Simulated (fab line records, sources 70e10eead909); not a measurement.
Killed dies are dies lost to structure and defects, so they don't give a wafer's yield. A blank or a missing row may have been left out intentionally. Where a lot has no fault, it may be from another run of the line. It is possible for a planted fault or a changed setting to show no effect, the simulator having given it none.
What tool caused it? :: flow nandHarc :: 12 lots, 36 wafers sampled, at 6 steps of a route of 1159

== WHAT THE GAUGES READ, wafer by wafer ==
NHARC_P_BONDPAD_OVL_MEAS_38.
lot: L074
measured: day 6 15:07
on: overlay-01
overlayXNm (nm): -1 0 -1

lot: L076
measured: day 7 02:13
on: overlay-02
overlayXNm (nm): 6 6 6

lot: L079
measured: day 7 08:36
on: overlay-01
overlayXNm (nm): -8 -8 -8

lot: L081
measured: day 8 05:04
on: overlay-01
overlayXNm (nm): -7 -7 -7

lot: L083
measured: day 8 17:44
on: overlay-02
overlayXNm (nm): 3 3 3

lot: L086
measured: day 9 16:30
on: overlay-02
overlayXNm (nm): 7 6 8

lot: L088
measured: day 9 17:14
on: overlay-02
overlayXNm (nm): -7 -8 -7

lot: L089
measured: day 10 01:09
on: overlay-01
overlayXNm (nm): -4 -4 -4

lot: L092
measured: day 10 22:53
on: overlay-02
overlayXNm (nm): -13 -12 -12

lot: L093
measured: day 11 00:46
on: overlay-02
overlayXNm (nm): 5 6 6

lot: L095
measured: day 11 15:56
on: overlay-02
overlayXNm (nm): 4 4 4

lot: L096
measured: day 11 20:32
on: overlay-02
overlayXNm (nm): -5 -5 -5

== EACH LOT AND THE TOOL THAT RAN IT (in order: tool; ch and the chambers of the sampled wafers; start) ==
lot: L074
NHARC_P_CONTACT_STRIP_28: rieDiel-09 ch 0,1,3, day 5 18:03
NHARC_P_M0_STRIP_18: rieDiel-07 ch 0,2,3, day 6 02:04
NHARC_P_M0_PRE_CLEAN_29: pvdSputter-01, day 6 08:02 or earlier
NHARC_P_M1_CMP_23: cmp-04 ch 0,1,3, day 6 08:02
NHARC_P_M2_DESCUM_14: rieDiel-10 ch 0,2,3, day 6 10:06

lot: L076
NHARC_P_CONTACT_STRIP_28: rieDiel-09 ch 0,1, day 6 04:37
NHARC_P_M0_STRIP_18: rieDiel-12 ch 1,3, day 6 13:47
NHARC_P_M0_PRE_CLEAN_29: pvdSputter-03, day 6 19:41 or earlier
NHARC_P_M1_CMP_23: cmp-04 ch 0,1,3, day 6 19:41
NHARC_P_M2_DESCUM_14: rieDiel-10 ch 0,2,3, day 6 21:39

lot: L079
NHARC_P_CONTACT_STRIP_28: rieDiel-04 ch 1,2, day 6 16:50
NHARC_P_M0_STRIP_18: rieDiel-07 ch 0,2,3, day 6 20:27
NHARC_P_M0_PRE_CLEAN_29: pvdSputter-01, day 7 02:07 or earlier
NHARC_P_M1_CMP_23: cmp-04 ch 0,1,2, day 7 02:07
NHARC_P_M2_DESCUM_14: rieDiel-10 ch 0,1,2, day 7 04:10

lot: L081
NHARC_P_CONTACT_STRIP_28: rieDiel-13 ch 0,2,3, day 7 09:50
NHARC_P_M0_STRIP_18: rieDiel-02 ch 0,1,3, day 7 16:08
NHARC_P_M0_PRE_CLEAN_29: pvdSputter-03, day 7 22:11 or earlier
NHARC_P_M1_CMP_23: cmp-04 ch 0,1,2, day 7 22:11
NHARC_P_M2_DESCUM_14: rieDiel-08 ch 0,2,3, day 8 00:31

lot: L083
NHARC_P_CONTACT_STRIP_28: rieDiel-04 ch 0,2,3, day 7 22:49
NHARC_P_M0_STRIP_18: rieDiel-12 ch 0,2,3, day 8 05:24
NHARC_P_M0_PRE_CLEAN_29: pvdSputter-03, day 8 11:11 or earlier
NHARC_P_M1_CMP_23: cmp-02 ch 0,2,3, day 8 11:11
NHARC_P_M2_DESCUM_14: rieDiel-05 ch 1,2,3, day 8 13:18

lot: L086
NHARC_P_CONTACT_STRIP_28: rieDiel-04 ch 0,1,2, day 8 19:46
NHARC_P_M0_STRIP_18: rieDiel-12 ch 1,2,3, day 9 03:47
NHARC_P_M0_PRE_CLEAN_29: pvdSputter-01, day 9 09:45 or earlier
NHARC_P_M1_CMP_23: cmp-04 ch 2,3, day 9 09:45
NHARC_P_M2_DESCUM_14: rieDiel-05 ch 1,2, day 9 11:44

lot: L088
NHARC_P_CONTACT_STRIP_28: rieDiel-13 ch 1,2, day 8 22:02
NHARC_P_M0_STRIP_18: rieDiel-02 ch 0,1,3, day 9 04:48
NHARC_P_M0_PRE_CLEAN_29: pvdSputter-03, day 9 10:40 or earlier
NHARC_P_M1_CMP_23: cmp-02 ch 0,1,3, day 9 10:40
NHARC_P_M2_DESCUM_14: rieDiel-08 ch 1,2, day 9 12:39

lot: L089
NHARC_P_CONTACT_STRIP_28: rieDiel-13 ch 0,1,2, day 9 09:08
NHARC_P_M0_STRIP_18: rieDiel-02 ch 0,1,2, day 9 12:47
NHARC_P_M0_PRE_CLEAN_29: pvdSputter-03, day 9 18:32 or earlier
NHARC_P_M1_CMP_23: cmp-03 ch 1,2,3, day 9 18:32
NHARC_P_M2_DESCUM_14: rieDiel-08 ch 0,1,3, day 9 20:35

lot: L092
NHARC_P_CONTACT_STRIP_28: rieDiel-13 ch 0,1,2, day 9 22:56
NHARC_P_M0_STRIP_18: rieDiel-02 ch 0,1,3, day 10 10:11
NHARC_P_M0_PRE_CLEAN_29: pvdSputter-01, day 10 16:00 or earlier
NHARC_P_M1_CMP_23: cmp-02 ch 0,2,3, day 10 16:00
NHARC_P_M2_DESCUM_14: rieDiel-10 ch 0,1,3, day 10 17:55

lot: L093
NHARC_P_CONTACT_STRIP_28: rieDiel-13 ch 0,1, day 10 03:42
NHARC_P_M0_STRIP_18: rieDiel-12 ch 1,2, day 10 12:15
NHARC_P_M0_PRE_CLEAN_29: pvdSputter-03, day 10 18:04 or earlier
NHARC_P_M1_CMP_23: cmp-03 ch 0,2,3, day 10 18:04
NHARC_P_M2_DESCUM_14: rieDiel-10 ch 0,3, day 10 20:01

lot: L095
NHARC_P_CONTACT_STRIP_28: rieDiel-09 ch 0,2,3, day 10 18:53
NHARC_P_M0_STRIP_18: rieDiel-12 ch 0,1,2, day 11 03:06
NHARC_P_M0_PRE_CLEAN_29: pvdSputter-01, day 11 08:59 or earlier
NHARC_P_M1_CMP_23: cmp-02 ch 1,2,3, day 11 08:59
NHARC_P_M2_DESCUM_14: rieDiel-10 ch 1,3, day 11 11:08

lot: L096
NHARC_P_CONTACT_STRIP_28: rieDiel-13 ch 1,2,3, day 11 03:24
NHARC_P_M0_STRIP_18: rieDiel-07 ch 1,2,3, day 11 07:04
NHARC_P_M0_PRE_CLEAN_29: pvdSputter-03, day 11 13:53 or earlier
NHARC_P_M1_CMP_23: cmp-04 ch 0,2,3, day 11 13:53
NHARC_P_M2_DESCUM_14: rieDiel-10 ch 0,2,3, day 11 15:56
- NHARC_P_CONTACT_STRIP_28: strips in O2.
- NHARC_P_M0_STRIP_18: strips in N2/H2.
- NHARC_P_M0_PRE_CLEAN_29: time 30 s.
- NHARC_P_M1_CMP_23: polishes, t overpolish 20 s, target thk 157.82 nm.
- NHARC_P_M2_DESCUM_14: chemistry O2, time 3 s.

== THE ANSWER, worked out from the rows above alone ==
Rule: usual is defined by the lots themselves. Put in order of their means at a reading, lots are off if they are a third of the lots or fewer, leave a main group of 4 or more, and stand apart from it by a gap of 3 or more times the standard deviation of the main group's means; of several such gaps the widest counts. A main group is skipped when, at the precision printed for the reading in the tables above, its means are all equal. A lot without any number at a reading at which 4 lots or more have one is off too. All remaining lots with rows at the step are treated as sound.
No lot is off on any of the readings shown, so nothing can be concluded from this.

== WHAT THE SIMULATOR PUT IN ==
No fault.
